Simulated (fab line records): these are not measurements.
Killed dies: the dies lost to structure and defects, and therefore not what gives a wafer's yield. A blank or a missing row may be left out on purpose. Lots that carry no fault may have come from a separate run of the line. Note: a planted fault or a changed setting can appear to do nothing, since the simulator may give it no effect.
8D (eight disciplines) problem report, filled in by code :: flow n5 finfet :: the parts of the form that need people (team, actions taken, sign-off) are left out

== 1. PROBLEM STATEMENT ==
At N5_DUMMY_GATE_ETCH_37, rf fwd power W averages 1035 W over 2 wafers from 2 lots, while fault-free wafers read 830 W, standard deviation 3.9. Measured from the usual mean, that is +53 standard deviations.
The step: etches SOC in N2/H2, target depth 60 nm, overetch 30 nm.
First seen on wafer L673.2, day 5 11:31, on rie diel-04. The record has a number at this step for 27 wafers belonging to 10 lots. Rule for "out", or "out of limits": more than 4 standard deviations from the usual mean. Any other wafer with a number is counted as sound.

== 2. WHAT IT IS; WHAT IT IS NOT ==
question: which readings at this step
is: rf fwd power W, rf vpp V
is not: drypump motor current A, oes product au, showerhead plenum p Torr, throttle valve pct

question: which lots
is: L673, L674
is not: L664, L665, L668, L671, L672, L677, L683, L686

question: which wafers of those lots
is: L673.2, L674.1
is not: L673.4, L673.5, L674.3, L674.6

question: read on which tools
is: rie diel-04
is not: rie diel-01, rie diel-05

question: when
is: from day 5 11:31
is not: up to then (15 sound wafers); but 10 sound wafers of L674, L677, L683, L686 came after

== 3. THE SUSPECTS, EACH WITH WHAT RULES IT OUT ==
Counting: if a tool at a process step up to the reading ran every lot that is out, it stays a suspect. Sound lots after the first of them don't rule it out here, since some wafers of a struck lot are sound.
- rie diel-04 at N5_DUMMY_GATE_DESCUM_20 (chemistry O2, time 6.2 s): kept. It processed each lot that is out (first: L673, day 5 11:23); up to then, its last sound lot is L672 (day 5 03:41).
- rie diel-04 at N5_DUMMY_GATE_ETCH_37 (etches SOC in N2/H2, target depth 60 nm, overetch 30 nm): kept. It processed each lot that is out (first: L673, day 5 11:31); up to then, its last sound lot is L672 (day 5 03:50). Out on those wafers are its own readings of rf fwd power W, rf vpp V.
- In rie diel-04 at N5_DUMMY_GATE_DESCUM_20, the wafers that are out were processed in chamber 0 and their sound lot-mates in chambers 1, 2, 3.
- In rie diel-04 at N5_DUMMY_GATE_ETCH_37, the wafers that are out were processed in chamber 0 and their sound lot-mates in chambers 1, 2, 3.
Remaining after the count are rie diel-04 at N5_DUMMY_GATE_DESCUM_20 and rie diel-04 at N5_DUMMY_GATE_ETCH_37.

== 4. THE CAUSE (what the simulator had put in) ==
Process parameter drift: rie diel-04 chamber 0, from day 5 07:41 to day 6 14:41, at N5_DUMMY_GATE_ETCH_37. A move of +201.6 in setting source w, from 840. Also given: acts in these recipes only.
This tool is one of the 2 suspects left after counting.

== 5. THE EFFECT CHAIN, in route order ==
One row per reading whose mean, taken over the struck wafers that have a number, lies over 3 standard deviations from the usual. Only readings whose record carries a usual standard deviation are examined. hours: median over the lots of the time between each lot's start at the first step of this table that gives one and its start at this step. sigmas: the change, counted in usual standard deviations.
hours: 0
step: N5_DUMMY_GATE_ETCH_37
reading: rf fwd power W
usual: 830 W
on struck wafers: 1035
change: +205
sigmas: +53

hours: 0
step: N5_DUMMY_GATE_ETCH_37
reading: rf vpp V
usual: 524.7 V
on struck wafers: 490.0
change: -34.7
sigmas: -16
The process steps in it:
- N5_DUMMY_GATE_ETCH_37: etches SOC in N2/H2, target depth 60 nm, overetch 30 nm.
At these later measuring or inspecting steps, every struck wafer for which the step has a row has a number for every such reading, and none has moved that far: N5_BEOL_M4_RC_MEAS_101.

== 6. WHAT WOULD HAVE CAUGHT IT SOONER ==
In this record the first reading out of limits was taken at day 5 11:31, 4 hours after the fault began at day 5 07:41.
